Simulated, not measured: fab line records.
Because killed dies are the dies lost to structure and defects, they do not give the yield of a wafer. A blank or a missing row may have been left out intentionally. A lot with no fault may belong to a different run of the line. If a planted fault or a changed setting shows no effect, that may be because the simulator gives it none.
Chamber matching    flow n5-finfet    N5_BEOL_M11_PECVD_70 on pecvd-01 has 3 sister chambers
The step deposits SiO2 from TEOS/O2, target thk 20 nm, time 22.7 s. 6 wafers are shown with their chamber, then 9 later ones without.

== WAFERS WITH THEIR CHAMBER ==
wafer   chamber  throttle-valve-pct (%)  heater-power-w (W)
L089.6  0        21.6                    714
L091.5  2        22.9                    959
L091.6  1        22.6                    742
L093.1  2        23.2                    1038
L093.4  0        21.7                    617
L093.6  1        22.7                    796

== WAFERS MISSING THEIR CHAMBER ==
wafer   throttle-valve-pct (%)  heater-power-w (W)
L092.1  23.0                    1036
L092.3  21.6                    689
L092.4  22.6                    846
L095.3  22.5                    768
L095.5  23.2                    924
L095.6  21.4                    684
L096.1  21.5                    690
L096.4  22.3                    785
L096.5  23.0                    1067

== WHICH CHAMBER EACH ONE RAN IN ==
wafer   from the rows above  in truth
L092.1  2                    2
L092.3  0                    0
L092.4  1                    1
L095.3  1                    1
L095.5  2                    2
L095.6  0                    0
L096.1  0                    0
L096.4  1                    1
L096.5  2                    2
Correct placement for 9 of the 9. Number that these rows cannot place: 0. 0 placed wrongly.
How it was worked out, from the rows above alone: a wafer's distance from a chamber is the root of the sum, over the readings, of the square of ((its reading less the chamber's mean) divided by the reading's scatter). The wafer belongs to the nearest chamber; if the next one is less than 2 further off, it can't be placed. The mean given for a chamber averages the wafers shown for that chamber. The scatter is the square root of a quotient: the sum, over the shown wafers, of each reading's squared deviation from its chamber's mean, divided by wafers minus chambers.
